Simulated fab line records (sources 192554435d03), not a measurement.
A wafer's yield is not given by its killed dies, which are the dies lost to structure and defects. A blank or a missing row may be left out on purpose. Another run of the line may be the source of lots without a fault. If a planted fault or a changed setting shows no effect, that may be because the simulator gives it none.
Matching of chambers	flow n5Finfet	rieDiel-01 running N5_FIN_CUT_STRIP_24: 4 sister chambers
The step strips in CF4. 8 wafers are shown with their chamber, then 9 later ones without.

## WAFERS PAIRED WITH THEIR CHAMBERS
wafer	chamber	showerheadPlenumPTorr (Torr)	drypumpMotorCurrentA (A)
L082.2	3	1.68	5.53
L083.5	1	1.87	5.95
L083.6	2	1.81	5.72
L089.5	1	1.87	5.97
L089.6	0	1.82	5.73
L091.2	2	1.80	5.74
L091.5	3	1.67	5.54
L091.6	0	1.82	5.69

## WAFERS WITHOUT THEIR CHAMBER
wafer	showerheadPlenumPTorr (Torr)	drypumpMotorCurrentA (A)
L093.1	1.82	5.67
L093.3	1.80	5.72
L093.6	1.80	5.74
L094.2	1.80	5.73
L094.4	1.67	5.55
L094.5	1.67	5.54
L097.4	1.67	5.54
L097.5	1.80	5.71
L097.6	1.86	5.96

## WHICH CHAMBER EACH ONE RAN IN
wafer	from the rows above	in truth
L093.1	0	0
L093.3	2	2
L093.6	2	2
L094.2	2	2
L094.4	3	3
L094.5	3	3
L097.4	3	3
L097.5	2	2
L097.6	1	1
Correct placement for 9 of the 9. From these rows, 0 cannot be placed. Number placed wrongly: 0.
How it was worked out, from the rows above alone: a wafer's distance from a chamber is the root of the sum, over the readings, of the square of ((its reading less the chamber's mean) divided by the reading's scatter). If the next closest chamber is less than 2 further off than the closest, the wafer can't be placed; otherwise it belongs to the closest. A chamber's mean is the mean of its shown wafers. The scatter is the square root of a quotient: the sum, over the shown wafers, of each reading's squared deviation from its chamber's mean, divided by wafers minus chambers.
